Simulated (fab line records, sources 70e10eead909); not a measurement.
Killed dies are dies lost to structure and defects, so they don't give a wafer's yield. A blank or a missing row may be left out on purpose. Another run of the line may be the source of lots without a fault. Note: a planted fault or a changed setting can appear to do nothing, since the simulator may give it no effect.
Struck lot and sound lot, side by side	flow nand-harc	13 out of 1302 route steps
Sound: these wafers, L558.1, L558.3, L558.6. Struck: wafers L574.1, L574.5, L574.6. At the end, the cause is stated.
Order at every step that has rows: each side's tool, ch and its chambers, its first start. Under that, the readings that differ: sound wafers	struck wafers	difference of the means	sigmas: that difference in standard deviations of wafers without a fault.
alike: words and numbers the same on both sides, and readings whose means are apart by under 2 such deviations; not compared: readings that were withheld, readings missing a value for some wafer, numbers with overlapping values and no deviation given by the record, and bounds like >300 which may hide the same value.
A row with sigmas, a row that says differs or no value, or rows on one side alone: a step with any of these is where the two part. Numbers that don't overlap but have no deviation are shown without sigmas and don't part them. A reading missing from all wafers of one side parts the sides only when that side holds two or more wafers.

first, 1 step without rows for these wafers: NHARC_P_CONTACT_SRD_26.
NHARC_P_CONTACT_INSPECT_27:
  sound: defect-inspect-01 at day 6 04:42; struck: defect-inspect-02 at day 13 03:09
  alike: raw-defect-count
then, 9 steps without rows for these wafers: NHARC_P_M0_DEP_00 (deposits SiOC, target thk 150 nm); NHARC_P_M0_DEHYDRATE_01 (time 120 s); NHARC_P_M0_HMDS_02 (time 30 s); NHARC_P_M0_COAT_33 (time 65 s); NHARC_P_M0_COAT_03 (resist thk 90 nm); NHARC_P_M0_SOFTBAKE_04 (time 55 s); NHARC_P_M0_EBR_05; NHARC_P_M0_EXPOSE_06 (exposes mask P M0, target cd 90 nm); NHARC_P_M0_PEB_07 (peb time 65 s).
NHARC_P_M0_DEVELOP_08: develop time 35 s.
  sound on litho-track-06 ch 0, day 6 05:00; struck on litho-track-04, day 13 03:00
  no value came back on the struck wafers for chill-plate-temp-C (C), develop-time-s (s); on the sound wafers chill-plate-temp-C (C) reads 23.08 23.07 23.02
NHARC_P_M0_CD_MEAS_09: target cd 90 nm.
  sound on cd-sem-01 ch 0, day 6 05:28; struck on cd-sem-03 ch 0, day 13 04:03
reading	sound	struck	difference	sigmas
cd-nm (nm)	91.2 90.0 90.6	- - -	no value on the struck wafers	

== WHERE THEY PART ==
Earliest at NHARC_P_M0_DEVELOP_08; latest, in this record, at NHARC_P_M0_CD_MEAS_09.

WHY: whatever the simulator had introduced
Step skipped in full: litho-track-04, at NHARC_P_M0_DEVELOP_08, from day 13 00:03 onward. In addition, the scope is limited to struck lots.
